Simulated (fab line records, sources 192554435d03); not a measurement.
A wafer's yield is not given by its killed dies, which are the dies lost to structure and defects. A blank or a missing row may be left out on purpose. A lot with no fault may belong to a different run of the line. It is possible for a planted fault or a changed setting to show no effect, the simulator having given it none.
Split-lot trial    flow n5Finfet    on a route of 1938 steps: 7 lots, 21 wafers read

## THE SPLIT ITSELF
At N5_PASSIVATION_PASS_ETCH_47 (etches SiNx in CF4/O2, target depth 770 nm, time 385 s), the setting timeS was moved away from the recipe's 385 s on 7 of the 21 wafers read, by -21.9% to +20.2%. The other wafers ran this setting at the recipe's value.

The reading comes from the split's own step.

## THE READING
etch.depthNm (the simulator's own value, which no gauge read), in nm, at N5_PASSIVATION_PASS_ETCH_47 (etches SiNx in CF4/O2, target depth 770 nm, time 385 s). There is no usual value for it anywhere in the file. The 14 wafers here that ran the recipe average 757.1 nm, standard deviation 21 nm.

wafer   tool, chamber at the split  timeS as run, s  against the recipe  etch.depthNm, nm  against lot-mates on the recipe
L078.2  rieDiel-05, 0               385              recipe              771.7             -
L078.4  rieDiel-05, 1               385              recipe              729.3             -
L078.5  rieDiel-05, 1               385              recipe              725.9             -
L082.3  rieDiel-05, 0               385              recipe              768.3             -
L082.4  rieDiel-05, 0               359.5            -6.6%               714.3             -57.0
L082.5  rieDiel-05, 3               385              recipe              774.3             -
L087.2  rieDiel-03, 0               385              recipe              739.7             -
L087.3  rieDiel-03, 2               385              recipe              735.8             -
L087.6  rieDiel-03, 1               439.5            +14.2%              860.6             +122.9
L089.2  rieDiel-01, 2               385              recipe              796.8             -
L089.3  rieDiel-01, 1               343              -10.9%              688.4             -108.4
L089.5  rieDiel-01, 2               343              -10.9%              713.2             -83.6
L088.1  rieDiel-01, 3               462.9            +20.2%              973.4             +194.4
L088.2  rieDiel-01, 2               385              recipe              791.1             -
L088.3  rieDiel-01, 0               385              recipe              766.8             -
L092.1  rieDiel-03, 2               385              recipe              741.1             -
L092.2  rieDiel-03, 1               385              recipe              750.8             -
L092.5  rieDiel-03, 0               300.8            -21.9%              575.1             -170.9
L095.1  rieDiel-05, 1               385              recipe              762.7             -
L095.4  rieDiel-05, 2               385              recipe              744.8             -
L095.6  rieDiel-05, 2               352.4            -8.5%               673.3             -80.5

FIT RESULTS
A straight line over all 21 wafers: etch.depthNm changes by +8.44 nm for each +1% of timeS; r = +0.95; the points scatter about the line by 25 nm.
The same after taking each lot's own level away (the mean of its wafers on the recipe; 21 wafers): +8.74 nm for each +1%; r = +0.99; scatter 12 nm.
On that fit, the largest move of timeS shifts the reading by 1.9e+02 nm.
The lots' own levels span 737.75 to 796.80 nm, that is 2.8 times the standard deviation above.
Hence the lot-to-lot level has little effect on the slope; both slopes agree.
Check: with one of the wafers moved furthest among these (-21.9%) left out of the fit, the line predicts -200 nm for it against its lot-mates. Against them it came out at -171 nm.

## OTHER SPLITS ON THESE WAFERS
These wafers also went through other splits before the reading. Each is held against what the fit with the lots' levels taken away leaves over:
other split on the same wafers  wafers away from the commonest value  r with etch.depthNm (lot level and that fit taken away)
N5_MIM_TOP_SPUTTER_03 powerW    7                                     +0.02

## THE WHOLE CHAIN: every reading that the file lists as answering this split, in the file's order
step                         what it does                                            reading                                                        change (the file's fit)                                                     r (the file's)
N5_PASSIVATION_PASS_ETCH_47  etches SiNx in CF4/O2, target depth 770 nm, time 385 s  etch.depthNm (the simulator's own value, which no gauge read)  +8.7 nm for each +1% of the setting                                         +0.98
N5_PASSIVATION_PROBE_49                                                              killedAtOther                                                  not straight: 189 at the lowest setting, 5 at the recipe, 2 at the highest  not given

## THE FILE'S OWN FIT
etch.depthNm changes by +8.7 nm for each +1% of timeS, r = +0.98.
